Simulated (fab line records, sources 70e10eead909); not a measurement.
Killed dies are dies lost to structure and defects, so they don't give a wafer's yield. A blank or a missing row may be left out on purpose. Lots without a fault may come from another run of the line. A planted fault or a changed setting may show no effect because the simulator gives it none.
fab line records | flow nand_harc | part 1 of 2: steps 1 to 22 of 34
record lots=5 wafers=15 last_day=23
route steps=1159 shown A_STAIRCASE@676
lots that met no fault: from a run of the same line without faults
start_h: hours from the record's first day to the start of the lot's first wafer shown | wait_h: hours since the lot's step before | " the same as in the row above | L1.1+2: a row that stands for several wafers | - no value, or no start given | * or withheld: withheld | < > ~ a bound
route shown NAME@n: a module of which the file shows steps, and the number in the route of the first | usual: mean/standard deviation of fault-free wafers | same: alike in all rows | chamber/n: place in a boat | sites: the reading at each site | _std_site: their standard deviation | _edge_site: outer sites' mean less inner sites' | radius_mm: how far each site lies from the wafer's centre | mask NAME#n: copy n | behind: the tool/chamber that last shaped the wafer | hold: why the lot was held/for how many hours/how that ended | device: the transistor (n, p or np) that didn't switch | end of line: the same wafers' tests at the end of the route | a step without rows: its recipe alone | killed: dies lost to structure and defects at the first sort, not the wafer's yield | map: a wafer's dies, x killed, . not, _ none there
set.NAME: the setting as run; set.NAME@STEP: as run at that earlier step | model.NAME: the simulator's own value behind a step, which no gauge read
lots at some steps of the route; a table a step, a row a wafer
services: from which hour (start_h, from the record's first day; less than 0 if before it) a tool's chamber was out of use, for how many hours, and why
## steps
# step NHARC_A_STAIRCASE_DEP_301
# recipe target_thk_a=300 target_thk_nm=30 temp_c=400 pressure_torr=3.5 flow_sccm=200 rf_w=350 material=SiON
# usual heater_power_w=771/87
# columns lot.wafer tool chamber start_h wait_h heater_power_w
L076.3 pecvd-01 1 268.58 0.9 783
L076.1 " 2 " " 693
L076.4 " 1 " " 759
L080.1 pecvd-04 1 307.15 1.7 738
L080.3 " 2 " " 787
L080.6 " 0 " " 847
L083.3 pecvd-04 0 315.71 0.9 800
L083.6 " 0 " " 800
L083.4 " 1 " " 846
L084.3 pecvd-03 0 322.83 0.9 776
L084.5 " 1 " " 674
L084.6 " 2 " " 667
L093.3 pecvd-01 0 361.31 1.2 943
L093.2 " 2 " " 679
L093.6 " 0 " " 955
# step NHARC_A_STAIRCASE_DEHYDRATE_302
# recipe temp_c=150 time_s=120
# columns lot.wafer tool chamber start_h wait_h
L076.1+3+4 litho_track-07 0 268.86 0.2
L080.1+3+6 litho_track-02 0 307.40 0.2
L083.3+4+6 litho_track-05 0 315.98 0.2
L084.3+5+6 litho_track-05 0 323.10 0.2
L093.2+3+6 litho_track-07 0 361.58 0.2
# step NHARC_A_STAIRCASE_HMDS_303
# recipe time_s=30
# columns lot.wafer tool chamber start_h wait_h
L076.1+3+4 litho_track-07 0 - -
L080.1+3+6 litho_track-02 0 - -
L083.3+4+6 litho_track-05 0 - -
L084.3+5+6 litho_track-05 0 - -
L093.2+3+6 litho_track-07 0 - -
# step NHARC_A_STAIRCASE_COAT_304
# recipe spin_rpm=1200
# columns lot.wafer tool chamber start_h wait_h
L076.1+3+4 litho_track-07 0 - -
L080.1+3+6 litho_track-02 0 - -
L083.3+4+6 litho_track-05 0 - -
L084.3+5+6 litho_track-05 0 - -
L093.2+3+6 litho_track-07 0 - -
# step NHARC_A_STAIRCASE_SOFTBAKE_305
# recipe temp_c=135 time_s=170
# columns lot.wafer tool chamber start_h wait_h
L076.1+3+4 litho_track-07 0 - -
L080.1+3+6 litho_track-02 0 - -
L083.3+4+6 litho_track-05 0 - -
L084.3+5+6 litho_track-05 0 - -
L093.2+3+6 litho_track-07 0 - -
# step NHARC_A_STAIRCASE_EBR_306
# columns lot.wafer tool chamber start_h wait_h
L076.1+3+4 litho_track-07 0 - -
L080.1+3+6 litho_track-02 0 - -
L083.3+4+6 litho_track-05 0 - -
L084.3+5+6 litho_track-05 0 - -
L093.2+3+6 litho_track-07 0 - -
# step NHARC_A_STAIRCASE_EXPOSE_307
# recipe na=0.5 dose_mj=45.72 mask_id=CHOP_50
# usual focus_offset_nm=0.0/0.55 reticle_temp_C=22.99/0.1
# columns lot.wafer tool chamber start_h wait_h mask focus_offset_nm reticle_temp_C
L076.1 krf_scanner-02 0 269.07 - CHOP_50#0 -0.5 22.92
L076.3 " 0 " " CHOP_50#0 0.1 23.07
L076.4 " 0 " " CHOP_50#0 -0.4 23.01
L080.1 krf_scanner-03 0 307.60 - CHOP_50#0 0.4 23.06
L080.3 " 0 " " CHOP_50#0 0.3 23.00
L080.6 " 0 " " CHOP_50#0 0.5 23.00
L083.3 krf_scanner-03 0 316.32 - CHOP_50#0 -0.1 23.12
L083.4 " 0 " " CHOP_50#0 0.5 22.95
L083.6 " 0 " " CHOP_50#0 -0.5 23.11
L084.3 krf_scanner-03 0 323.32 - CHOP_50#0 -0.4 23.13
L084.5 " 0 " " CHOP_50#0 -0.2 23.05
L084.6 " 0 " " CHOP_50#0 -1.2 22.98
L093.2 krf_scanner-03 0 361.92 - CHOP_50#0 -0.7 23.00
L093.3 " 0 " " CHOP_50#0 -0.3 22.92
L093.6 " 0 " " CHOP_50#0 0.3 23.05
# step NHARC_A_STAIRCASE_PEB_308
# recipe peb_temp_c=115 peb_time_s=130
# columns lot.wafer tool chamber start_h wait_h
L076.1+3+4 litho_track-02 0 269.14 0.1
L080.1+3+6 litho_track-07 0 307.67 0.1
L083.3+4+6 litho_track-02 0 316.39 0.1
L084.3+5+6 litho_track-05 0 323.37 0.1
L093.2+3+6 litho_track-05 0 361.98 0.1
# step NHARC_A_STAIRCASE_DEVELOP_309
# recipe time_s=140
# columns lot.wafer tool chamber start_h wait_h
L076.1+3+4 litho_track-02 0 - -
L080.1+3+6 litho_track-07 0 - -
L083.3+4+6 litho_track-02 0 - -
L084.3+5+6 litho_track-05 0 - -
L093.2+3+6 litho_track-05 0 - -
# step NHARC_A_STAIRCASE_HARDBAKE_311
# recipe temp_c=120 time_s=140
# columns lot.wafer tool chamber start_h wait_h
L076.1+3+4 litho_track-07 0 269.36 -
L080.1+3+6 litho_track-05 0 307.89 -
L083.3+4+6 litho_track-05 0 316.61 -
L084.3+5+6 litho_track-02 0 323.60 -
L093.2+3+6 litho_track-05 0 362.20 -
# step NHARC_A_STAIRCASE_DESCUM_312
# recipe time_s=3 o2_flow_sccm=200 ar_flow_sccm=0 bias_power_w=0 chemistry=O2
# usual chamber_pressure_mTorr=60.00/0.057 drypump_motor_current_A=5.5/0.4 oes_product_au=1.001/0.0078 rf_vpp_V=57.7/1 showerhead_plenum_p_Torr=1.92/0.099 throttle_valve_pct=11.311/0.0086
# same bias_power_w=0
# columns lot.wafer tool chamber start_h wait_h chamber_pressure_mTorr drypump_motor_current_A oes_product_au rf_hours_counter_h rf_vpp_V showerhead_plenum_p_Torr throttle_valve_pct
L076.4 rie_diel-05 0 269.45 - 60.00 6.1 1.006 35 57.2 1.77 11.317
L076.3 " 1 " " 60.01 6.0 0.995 32 57.9 1.90 11.319
L076.1 " 2 " " 59.92 5.3 1.016 32 57.2 1.93 11.311
L080.1 rie_diel-01 1 308.09 - 60.00 6.0 0.998 64 57.4 1.99 11.319
L080.3 " 2 " " 60.09 5.4 0.990 67 58.5 1.81 11.301
L080.6 " 0 " " 60.02 5.6 0.987 - 56.7 1.83 11.321
L083.3 rie_diel-10 2 316.70 - 59.91 6.1 1.014 46 60.3 2.01 11.315
L083.4 " 3 " " 59.94 5.3 1.011 47 59.0 1.98 11.308
L083.6 " 1 " " 59.98 5.4 1.008 - 58.4 2.06 11.304
L084.3 rie_diel-10 2 323.68 - 59.98 6.1 1.007 49 58.3 2.01 11.338
L084.5 " 2 " " 59.96 6.1 1.002 - 58.3 2.01 11.313
L084.6 " 3 " " 60.00 5.3 0.996 - 58.5 1.98 11.310
L093.2 rie_diel-05 3 362.29 - 59.99 5.0 0.991 7 57.2 1.86 11.312
L093.3 " 2 " " 60.02 5.3 1.006 7 59.3 1.92 11.313
L093.6 " 3 " " 60.02 5.0 1.005 - 56.4 1.86 11.312
# step NHARC_A_STAIRCASE_ETCH_313
# recipe cf4_flow_sccm=100 chf3_flow_sccm=30 ar_flow_sccm=0 rf_w=500 bias_w=200 chemistry=CF4/CHF3
# usual cf4_flow_sccm=100.0/0.31 chamber_pressure_mTorr=25.000/0.024 drypump_motor_current_A=5.5/0.39 oes_product_au=0.939/0.019 rf_vpp_V=370.6/2.7 showerhead_plenum_p_Torr=1.58/0.075 throttle_valve_pct=16.803/0.0093
# columns lot.wafer tool chamber start_h wait_h cf4_flow_sccm chamber_pressure_mTorr drypump_motor_current_A oes_product_au rf_hours_counter_h rf_vpp_V showerhead_plenum_p_Torr throttle_valve_pct
L076.3 rie_diel-05 1 269.54 0.1 100.3 24.982 6.0 0.963 32 369.9 1.56 16.821
L076.4 " 2 " " 100.4 25.007 5.3 0.974 32 370.6 1.59 16.804
L076.1 " 3 " " 100.4 25.011 5.0 0.976 30 369.3 1.54 16.787
L080.1 rie_diel-01 0 308.18 0.1 99.8 24.978 5.6 0.926 57 368.5 1.51 16.791
L080.3 " 3 " " 99.8 25.004 5.0 0.921 65 368.5 1.47 16.810
L080.6 " 0 " " 100.0 24.977 5.6 0.922 - 369.2 1.51 16.805
L083.3 rie_diel-10 3 316.79 0.1 99.8 24.992 5.3 0.923 47 374.1 1.63 16.809
L083.4 " 1 " " 100.2 24.962 5.5 0.917 46 375.2 1.69 16.792
L083.6 " 3 " " 99.9 25.018 5.3 0.927 - 371.4 1.63 16.807
L084.3 rie_diel-10 3 323.77 0.1 99.8 25.009 5.3 0.964 51 373.6 1.63 16.801
L084.6 " 3 " " 100.0 24.985 5.3 0.959 - 371.5 1.63 16.803
L084.5 " 0 " " 100.1 24.969 5.2 0.972 - 367.0 1.49 16.816
L093.2 rie_diel-05 1 362.39 0.1 100.0 24.980 6.0 0.950 6 370.0 1.56 16.788
L093.3 " 2 " " 99.9 25.034 5.3 0.959 7 369.7 1.58 16.791
L093.6 " 2 " " 99.5 25.026 5.3 0.957 - 369.8 1.58 16.800
# step NHARC_A_STAIRCASE_HM_OPEN_463
# recipe o2_flow_sccm=400 cos_flow_sccm=20 ar_flow_sccm=0 rf_w=500 bias_w=300 chemistry=O2/COS
# usual chamber_pressure_mTorr=19.999/0.02 cos_flow_sccm=20.00/0.059 drypump_motor_current_A=5.5/0.4 oes_product_au=1.003/0.0065 rf_vpp_V=467/3.4 showerhead_plenum_p_Torr=3.12/0.15 throttle_valve_pct=28.331/0.0099
# columns lot.wafer tool chamber start_h wait_h chamber_pressure_mTorr cos_flow_sccm drypump_motor_current_A oes_product_au rf_hours_counter_h rf_vpp_V showerhead_plenum_p_Torr throttle_valve_pct
L076.4 rie_diel-05 0 - - 19.954 20.08 6.1 0.997 35 462 2.90 28.345
L076.1 " 2 " " 20.014 19.93 5.3 1.008 32 469 3.15 28.345
L076.3 " 3 " " 19.992 20.01 5.0 1.005 30 467 3.06 28.331
L080.1 rie_diel-01 1 - - 20.032 19.94 6.0 1.003 64 469 3.24 28.339
L080.3 " 2 " " 20.047 20.01 5.4 1.006 67 464 2.96 28.329
L080.6 " 0 " " 20.006 19.81 5.6 1.001 - 466 3.00 28.338
L083.4 rie_diel-10 1 - - 19.992 20.03 5.4 0.996 46 471 3.35 28.330
L083.3 " 2 " " 19.973 20.00 6.1 0.998 46 470 3.27 28.327
L083.6 " 0 " " 20.002 20.01 5.3 0.996 - 465 2.96 28.340
L084.3 rie_diel-10 1 - - 20.026 20.08 5.4 0.997 50 473 3.35 28.330
L084.5 " 3 " " 19.990 20.01 5.3 1.001 - 470 3.23 28.338
L084.6 " 0 " " 20.015 19.84 5.2 0.998 - 463 2.95 28.333
L093.3 rie_diel-05 3 - - 19.995 19.94 5.0 0.996 7 465 3.05 28.325
L093.2 " 0 " " 20.009 20.08 6.0 0.988 6 473 3.37 28.334
L093.6 " 3 " " 20.003 19.90 5.0 1.001 - 466 3.05 28.332
# step NHARC_A_STAIRCASE_STRIP_464
# recipe o2_flow_sccm=400 cos_flow_sccm=20 ar_flow_sccm=0 bias_w=0 chemistry=O2/COS
# columns lot.wafer tool chamber start_h wait_h
L076.3+4+1 rie_diel-05 3,0,2 - -
L080.3+1+6 rie_diel-01 1,2,0 - -
L083.3+4+6 rie_diel-10 3,1,3 - -
L084.3+6+5 rie_diel-10 2,2,3 - -
L093.3+2+6 rie_diel-05 3,1,2 - -
# step NHARC_A_STAIRCASE_ETCH_453
# recipe target_depth_a=300 overetch_a=30 time_s=16.5 ion_energy_ev=100 cf4_flow_sccm=80 o2_flow_sccm=20 ar_flow_sccm=0 rf_w=300 bias_w=100 chemistry=CF4/O2
# usual cf4_flow_sccm=79.97/0.25 chamber_pressure_mTorr=29.997/0.027 drypump_motor_current_A=5.6/0.4 oes_f_703_au=1.000/0.0047 oes_product_au=1.002/0.0078 rf_vpp_V=197.9/1.6 showerhead_plenum_p_Torr=1.34/0.067 throttle_valve_pct=13.397/0.0099
# columns lot.wafer tool chamber start_h wait_h cf4_flow_sccm chamber_pressure_mTorr drypump_motor_current_A oes_f_703_au oes_product_au rf_hours_counter_h rf_vpp_V showerhead_plenum_p_Torr throttle_valve_pct
L076.4 rie_diel-05 1 - - 79.87 29.982 6.0 1.003 0.980 32 198.4 1.33 13.386
L076.1 " 3 " " 79.90 30.070 5.0 1.000 1.001 30 196.4 1.31 13.393
L076.3 " 0 " " 79.97 29.974 6.1 0.999 0.988 35 196.0 1.24 13.396
L080.3 rie_diel-01 0 - - 80.14 30.027 5.5 1.000 1.011 57 196.9 1.28 13.405
L080.1 " 2 " " 79.95 29.999 5.4 0.996 1.010 67 196.4 1.26 13.395
L080.6 " 3 " " 79.60 29.960 5.0 0.994 1.009 - 195.9 1.24 13.407
L083.4 rie_diel-10 1 - - 79.82 29.972 5.4 1.005 0.999 46 199.6 1.44 13.413
L083.3 " 2 " " 80.28 30.018 6.1 1.005 1.009 46 198.8 1.40 13.390
L083.6 " 1 " " 79.97 30.023 5.4 1.010 1.007 - 200.0 1.44 13.395
L084.3 rie_diel-10 1 - - 79.54 29.984 5.4 1.009 0.997 50 199.4 1.43 13.402
L084.5 " 1 " " 79.78 29.999 5.4 1.005 0.995 - 200.3 1.43 13.401
L084.6 " 2 " " 79.93 30.005 6.1 1.003 1.008 - 198.6 1.40 13.389
L093.2 rie_diel-05 0 - - 80.27 29.979 6.0 0.996 0.985 6 199.7 1.44 13.425
L093.3 " 3 " " 80.05 30.007 5.0 1.004 1.004 7 196.8 1.30 13.384
L093.6 " 0 " " 80.33 30.039 6.1 0.993 1.008 - 200.2 1.44 13.388
# step NHARC_A_STAIRCASE_ETCH_315
# recipe target_depth_a=25000 time_s=607.1 ion_energy_ev=800 c4f8_flow_sccm=80 o2_flow_sccm=60 ar_flow_sccm=withheld rf_w=600 bias_w=3000 chemistry=C4F8/O2/Ar
# usual chamber_pressure_mTorr=24.998/0.02 oes_product_au=0.935/0.009 rf_vpp_V=1827/12
# columns lot.wafer tool chamber start_h wait_h chamber_pressure_mTorr oes_product_au rf_hours_counter_h rf_vpp_V
L076.3 rie_diel-05 2 - - 24.972 0.968 32 1828
L076.4 " 3 " " 24.980 0.954 30 1821
L076.1 " 0 " " 25.025 0.933 35 1808
L080.3 rie_diel-01 2 - - 25.024 0.938 67 1814
L080.1 " 3 " " 25.010 0.927 66 1809
L080.6 " 0 " " 24.996 0.931 - 1816
L083.4 rie_diel-10 2 - - 25.000 0.929 47 1840
L083.3 " 0 " " 24.951 0.928 48 1813
L083.6 " 2 " " 24.951 0.921 - 1838
L084.3 rie_diel-10 0 - - 25.014 0.955 51 1813
L084.6 " 0 " " 25.020 0.943 - 1813
L084.5 " 1 " " 24.977 0.947 - 1847
L093.3 rie_diel-05 1 - - 25.011 0.930 6 1822
L093.2 " 3 " " 24.977 0.927 8 1820
L093.6 " 0 " " 25.028 0.939 - 1847
# step NHARC_A_STAIRCASE_STRIP_316
# recipe o2_flow_sccm=500 ar_flow_sccm=0 bias_w=0 chemistry=O2
# usual chamber_pressure_mTorr=60.00/0.051 drypump_motor_current_A=5.6/0.39 oes_product_au=1.003/0.0073 rf_vpp_V=57.7/0.78 showerhead_plenum_p_Torr=3.53/0.17 throttle_valve_pct=17.037/0.0098
# columns lot.wafer tool chamber start_h wait_h chamber_pressure_mTorr drypump_motor_current_A oes_product_au rf_hours_counter_h rf_vpp_V showerhead_plenum_p_Torr throttle_valve_pct
L076.4 rie_diel-05 3 - - 60.08 5.0 1.002 30 58.3 3.46 17.036
L076.1 " 0 " " 60.04 6.1 0.991 36 57.7 3.28 17.033
L076.3 " 1 " " 60.04 6.1 0.995 33 57.4 3.51 17.036
L080.3 rie_diel-01 2 - - 60.01 5.4 0.999 67 58.1 3.35 17.037
L080.1 " 3 " " 59.99 5.0 1.001 66 56.6 3.29 17.039
L080.6 " 0 " " 60.03 5.6 1.000 - 57.4 3.39 17.041
L083.4 rie_diel-10 0 - - 60.09 5.3 0.994 48 56.8 3.34 17.048
L083.3 " 3 " " 59.97 5.3 1.001 48 57.9 3.65 17.037
L083.6 " 0 " " 59.99 5.3 1.009 - 58.7 3.34 17.023
L084.3 rie_diel-10 2 - - 60.02 6.1 1.006 50 56.5 3.70 17.051
L084.6 " 3 " " 59.89 5.3 0.993 - 59.0 3.65 17.026
L084.5 " 0 " " 59.98 5.2 0.993 - 58.6 3.34 17.049
L093.3 rie_diel-05 0 - - 59.97 6.1 0.995 7 58.2 3.80 17.035
L093.2 " 3 " " 60.08 5.0 1.005 8 56.2 3.44 17.038
L093.6 " 1 " " 60.14 6.0 0.996 - 58.7 3.49 17.055
# step NHARC_A_STAIRCASE_STRIP_317
# recipe time_s=900 temp_c=130 chemistry=SPM
# columns lot.wafer tool chamber start_h wait_h
L076.1+3+4 wet_bench-07 2,4,5 270.79 -
L080.3+6+1 wet_bench-07 7,1,2 309.44 -
L083.3+6+4 wet_bench-01 3,6,7 318.69 -
L084.3+6+5 wet_bench-01 0,1,2 325.12 -
L093.6+2+3 wet_bench-07 4,6,0 363.75 -
# step NHARC_A_STAIRCASE_PRECLEAN_318
# recipe time_s=* temp_c=50 bath_age_min=0 chemistry=SC1
# same bath_age_min=0
# columns lot.wafer tool chamber start_h wait_h
L076.1+3+4 wet_bench-07 2,4,5 - -
L080.3+6+1 wet_bench-07 7,1,2 - -
L083.3+6+4 wet_bench-01 3,6,7 - -
L084.3+6+5 wet_bench-01 0,1,2 - -
L093.6+2+3 wet_bench-07 4,6,0 - -
# step NHARC_A_STAIRCASE_SRD_329
# columns lot.wafer tool chamber start_h wait_h
L076.1+3+4 wet_bench-07 2,4,5 - -
L080.3+6+1 wet_bench-07 7,1,2 - -
L083.3+6+4 wet_bench-01 3,6,7 - -
L084.3+6+5 wet_bench-01 0,1,2 - -
L093.6+2+3 wet_bench-07 4,6,0 - -
# step NHARC_A_STAIRCASE_ALD_415
# recipe target_thk_a=300 pulse_time_s=6 ald_cycles=300 temp_c=300 material=SiO2
# usual heater_power_w=444/57 precursor_pulse_height_rel=1.004/0.019
# columns lot.wafer tool chamber start_h wait_h heater_power_w precursor_pulse_height_rel
L076.3 ald_hk-02 2 271.31 0.1 409 0.995
L076.4 " 3 " " 470 1.027
L076.1 " 1 " " 471 0.957
L080.1 ald_hk-03 2 310.42 0.5 506 1.012
L080.3 " 3 " " 475 1.020
L080.6 " 0 " " 325 0.977
L083.4 ald_hk-03 0 319.20 0.1 321 1.024
L083.3 " 2 " " 505 0.995
L083.6 " 0 " " 322 1.024
L084.3 ald_hk-01 3 326.81 1.2 434 1.010
L084.5 " 2 " " 556 0.998
L084.6 " 3 " " 429 0.997
L093.3 ald_hk-02 0 364.26 0.1 389 1.025
L093.2 " 1 " " 457 0.988
L093.6 " 1 " " 458 1.025
# step NHARC_A_STAIRCASE_ETCHBACK_416
# recipe target_depth_a=360 time_s=7.2 c4f8_flow_sccm=withheld o2_flow_sccm=8 ar_flow_sccm=withheld rf_w=600 bias_w=800 chemistry=C4F8/O2/Ar
# usual chamber_pressure_mTorr=25.000/0.023 oes_product_au=0.95/0.032 rf_vpp_V=724/5.2
# columns lot.wafer tool chamber start_h wait_h chamber_pressure_mTorr oes_product_au rf_hours_counter_h rf_vpp_V
L076.1 rie_diel-01 0 - - 25.019 0.93 47 719
L076.4 " 2 " " 25.010 0.93 54 719
L076.3 " 3 " " 24.991 0.92 54 716
L080.3 rie_diel-05 1 - - 25.021 0.93 50 722
L080.1 " 3 " " 24.959 0.93 41 721
L080.6 " 1 " " 25.042 0.93 - 724
L083.4 rie_diel-10 1 - - 25.006 0.91 48 730
L083.3 " 2 " " 25.029 0.92 49 729
L083.6 " 0 " " 24.996 0.93 - 718
L084.3 rie_diel-10 2 - - 24.960 0.94 51 730
L084.6 " 1 " " 24.989 0.93 - 730
L084.5 " 2 " " 25.012 0.94 - 728
L093.3 rie_diel-01 3 - - 25.046 0.93 22 731
L093.2 " 1 " " 25.015 0.92 19 727
L093.6 " 3 " " 25.021 0.93 - 730
